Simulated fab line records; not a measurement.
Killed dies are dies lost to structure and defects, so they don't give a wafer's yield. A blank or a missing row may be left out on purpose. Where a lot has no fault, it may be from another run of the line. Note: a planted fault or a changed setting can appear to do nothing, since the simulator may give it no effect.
Struck lot and sound lot, side by side | flow n5-finfet | 35 out of 1938 route steps
Sound: these wafers, L817.1, L817.3, L817.4. Wafers L828.2, L828.3, L828.4 were the ones struck. The cause is given at the end.
At each step with rows: each side's tool, then ch and its chambers, then its first start. Under that, the readings that differ: sound wafers | struck wafers | difference of the means | sigmas: that difference in standard deviations of wafers without a fault.
alike: words and numbers the same on both sides, and readings whose means are apart by under 2 such deviations; not compared: readings that were withheld, readings missing a value for some wafer, numbers with overlapping values and no deviation given by the record, and bounds like >300 which may hide the same value.
The two part at a step that has a row with sigmas, a row that says differs or no value, or rows on one side only. Numbers that don't overlap but have no deviation are shown without sigmas and don't part them. A reading missing from all wafers of one side parts the sides only when that side holds two or more wafers.

first, 12 steps without rows for these wafers: N5_BEOL_M4_ANNEAL_82 (time 240 s); N5_BEOL_M4_SPUTTER_86 (material Cu, target thk 4.5 nm, time 8.29 s); N5_BEOL_M4_ANNEAL_87 (time 240 s); N5_BEOL_M4_SPUTTER_88 (material Cu, target thk 4.5 nm, time 8.29 s); N5_BEOL_M4_ANNEAL_89 (time 240 s); N5_BEOL_M4_SPUTTER_90 (material Cu, target thk 4.5 nm, time 8.29 s); N5_BEOL_M4_ANNEAL_91 (time 240 s); N5_BEOL_M4_SPUTTER_92 (material Cu, target thk 4.5 nm, time 8.29 s); N5_BEOL_M4_ANNEAL_93 (time 240 s); N5_BEOL_M4_SPUTTER_94 (material Cu, target thk 4.5 nm, time 8.29 s); N5_BEOL_M4_ANNEAL_95 (time 240 s); N5_BEOL_M4_SPUTTER_96 (material Cu, target thk 4.5 nm, time 8.29 s).
N5_BEOL_M4_ECD_50: material Cu, target thk 300 nm.
  sound on ecd-cu-02 ch 0,1, day 8 15:53; struck on ecd-cu-02 ch 0,1, day 11 00:45
then, 21 steps without rows for these wafers: N5_BEOL_M4_ANNEAL_51 (time 90 s); N5_BEOL_M4_CMP_52 (polishes, stops on SiOC, t overpolish 6.8 s, target thk 40 nm); N5_BEOL_M4_PRE_CLEAN_60 (time 15 s); N5_BEOL_M4_CO_CAP_55 (material Co, precursor CCTBA/H2, target thk 2 nm, time 102.1 s); N5_BEOL_M4_PRE_CLEAN_56 (time 15 s); N5_BEOL_M4_DEP_57 (deposits SiCN from 3MS/NH3, target thk 8 nm, time 14 s); N5_BEOL_M5_ILD_DEP_00 (deposits SiCOH lowk from DEMS/porogen, target thk 140.64 nm, time 25.9 s); N5_BEOL_M5_CURE_79 (cures SiCOH lowk, time 240 s); N5_BEOL_M5_PECVD_70 (deposits SiO2 from TEOS/O2, target thk 16 nm, time 18 s); N5_BEOL_M5_HM_DEP_02 (deposits TiN, target thk 20 nm); N5_BEOL_M5_COAT_59 (time 60 s, resist thk 60 nm); N5_BEOL_M5_COAT_60 (time 60 s, resist thk 12 nm); N5_BEOL_M5_COAT_71 (time 60 s, resist thk 5 nm); N5_BEOL_M5_COAT_05 (resist thk 30 nm); N5_BEOL_M5_EBR_07; N5_BEOL_M5_SOFTBAKE_06 (time 60 s); N5_BEOL_M5_EXPOSE_08 (exposes mask M5, target cd 28 nm); N5_BEOL_M5_PEB_09 (peb time 60 s); N5_BEOL_M5_DEVELOP_10 (develop time 30 s); N5_BEOL_M5_DESCUM_16 (chemistry O2, time 7 s); N5_BEOL_M5_ETCH_72 (etches underlayer in N2/H2, target depth 6.5 nm, time 5.2 s).
-- record jumps: 5 days separate the struck wafers' starts on either side; left off in module BEOL_M5, taken up again in module PASSIVATION, whose first shown step is the route's number 1936 --
N5_PASSIVATION_PROBE_49:
  sound: prober-02 at day 12 18:19; struck: prober-02 at day 15 13:58
  reading                  | sound          | struck         | difference | sigmas
  defect-limited-yield (%) | 89.2 90.0 89.7 | 57.9 58.9 59.2 | -31.0      | -19
  killed_at_M4_up          | 16 18 18       | 414 402 425    | +396       | +70
  killed-dies              | 128 118 121    | 497 485 482    | +366       | +19
  killed-on-rim            | 18 20 16       | 71 69 66       | +51        | +13
  sort_bin_5_function (%)  | 5.8 6.0 6.4    | 25.9 24.7 25.5 | +19.3      | +18
  sort_bin_6_memory (%)    | 4.3 3.7 3.6    | 13.9 14.0 12.2 | +9.5       | +13
  sort-n-pass              | 1052 1062 1059 | 683 695 698    | -366       | -19
  sort-yield-pct (%)       | 89.2 90.0 89.7 | 57.9 58.9 59.2 | -31.0      | -19
  alike: killed_at_M0_to_M3, killed-at-contacts, killed-at-front-end, killed-at-other, killed-open, killed-short

== WHERE THEY PART ==
Only at N5_PASSIVATION_PROBE_49, within this record.

WHY: the cause the simulator had injected
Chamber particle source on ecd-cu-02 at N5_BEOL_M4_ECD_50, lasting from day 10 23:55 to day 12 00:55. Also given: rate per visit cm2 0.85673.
